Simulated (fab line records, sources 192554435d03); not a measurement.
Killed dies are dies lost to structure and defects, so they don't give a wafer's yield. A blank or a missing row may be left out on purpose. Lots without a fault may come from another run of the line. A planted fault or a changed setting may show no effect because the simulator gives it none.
A struck lot beside a sound one | flow n5_finfet | 14 steps out of a route of 1938
Sound: wafers L964.1, L964.2, L964.4. Struck: wafer L975.2. (L975.1, L975.5 of the same lot were not struck and are left out.) The cause comes at the end.
At each step with rows: each side's tool, then ch and its chambers, then its first start. Under that, the readings that differ: sound wafers | struck wafers | difference of the means | sigmas: that difference in standard deviations of wafers without a fault.
alike: readings whose means differ by less than 2 such deviations, and words and numbers that are the same on both sides. not compared: withheld readings, readings that some wafer has no value for, bounds like >300 that may hide the same value, and numbers for which the record gives no deviation and whose values overlap.
The two part at a step that has a row with sigmas, a row that says differs or no value, or rows on one side only. Numbers that don't overlap but have no deviation are shown without sigmas and don't part them. A reading that every wafer of one side lacks parts them only if that side has two wafers or more.

first, 2 steps without rows for these wafers: N5_BEOL_M12_DEVELOP_27 (develop time 45 s); N5_BEOL_M12_HARDBAKE_32 (time 120 s).
N5_BEOL_M12_CD_MEAS_28: target cd 160.2 nm.
  sound on cd_sem-01 ch 0, day 11 06:08; struck on cd_sem-01 ch 0, day 13 19:40
  alike: cd_nm
N5_BEOL_M12_OVL_MEAS_29:
  sound on overlay-01 ch 0, day 11 06:10; struck on overlay-01 ch 0, day 13 19:41
  alike: M12_OVL
N5_BEOL_M12_INSPECT_30: inspects for defects (macro).
  sound on defect_inspect-02, day 11 06:11; struck on defect_inspect-01, day 13 19:43
  alike: raw_defect_count
N5_BEOL_M12_DESCUM_33: chemistry O2, time 7.9 s.
  sound on rie_diel-01 ch 0,2,3, day 11 06:13; struck on rie_diel-01 ch 2, day 13 19:45
  alike: drypump_motor_current_A, oes_product_au, rf_vpp_V, showerhead_plenum_p_Torr, throttle_valve_pct
  not compared: rf_hours_counter_h
N5_BEOL_M12_ETCH_67: etches SiARC in CF4, target depth 143 nm, time 238.3 s.
  sound on rie_diel-01 ch 0,2,3, day 11 06:15; struck on rie_diel-01 ch 2, day 13 19:47
  alike: drypump_motor_current_A, etch_rf_on_time_s, oes_product_au, rf_vpp_V, showerhead_plenum_p_Torr, throttle_valve_pct
  not compared: rf_hours_counter_h
N5_BEOL_M12_ETCH_68: etches SOC in N2/H2, time 285 s.
  sound on rie_diel-01 ch 0,2,3, day 11 06:24; struck on rie_diel-01 ch 2, day 13 19:56
  alike: drypump_motor_current_A, h2_flow_sccm, oes_product_au, rf_vpp_V, showerhead_plenum_p_Torr, throttle_valve_pct
  not compared: rf_hours_counter_h
then, 1 step without rows for these wafers: N5_BEOL_M12_STRIP_69 (strips in N2/H2).
N5_BEOL_M12_TRENCH_ETCH_34: etches SiOC in C4F8/O2/Ar, target depth 318.95 nm, time 125.5 s.
  sound on rie_diel-01 ch 0,2,3, day 11 06:35; struck on rie_diel-01 ch 2, day 13 20:07
  alike: drypump_motor_current_A, oes_product_au, rf_vpp_V, showerhead_plenum_p_Torr, throttle_valve_pct
  not compared: rf_hours_counter_h
then, 1 step without rows for these wafers: N5_BEOL_M12_STRIP_70 (strips in C4F8/O2/Ar).
N5_BEOL_M12_OCD_MEAS_35:
  sound on ocd-02, day 11 06:44; struck on ocd-01, day 13 20:16
  alike: trench_depth_nm
N5_BEOL_M12_STRIP_37: strips in N2/H2.
  sound on plasma_asher-02 ch 0,1, day 11 06:46; struck on plasma_asher-02 ch 1, day 13 20:18
  reading             | sound          | struck | difference | sigmas
  h2_flow_sccm (sccm) | 3236 3249 3250 | 2935   | -310       | -28
  alike: drypump_motor_current_A, heater_power_w, oes_product_au
  not compared: rf_hours_counter_h
N5_BEOL_M12_ETCH_38: etches SiCN in CF4/N2, target depth 68.7 nm, time 73.4 s.
  sound on rie_diel-03 ch 0,2,3, day 11 11:56; struck on rie_diel-01 ch 1, day 13 22:32
  reading                | sound      | struck | difference | sigmas
  rf_hours_counter_h (h) | 53 153 232 | 240    | +94        |
  alike: drypump_motor_current_A, oes_product_au, rf_vpp_V, showerhead_plenum_p_Torr, throttle_valve_pct

WHERE THEY PART
Only at N5_BEOL_M12_STRIP_37, within this record. Later steps at which nothing parts them and some readings are alike: N5_BEOL_M12_ETCH_38.

WHY: what the simulator had put in
Process parameter drift: plasma_asher-02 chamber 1, from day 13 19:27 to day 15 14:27, at N5_BEOL_M12_STRIP_37. Setting h2_flow_sccm, moved by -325, from 3250. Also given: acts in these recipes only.
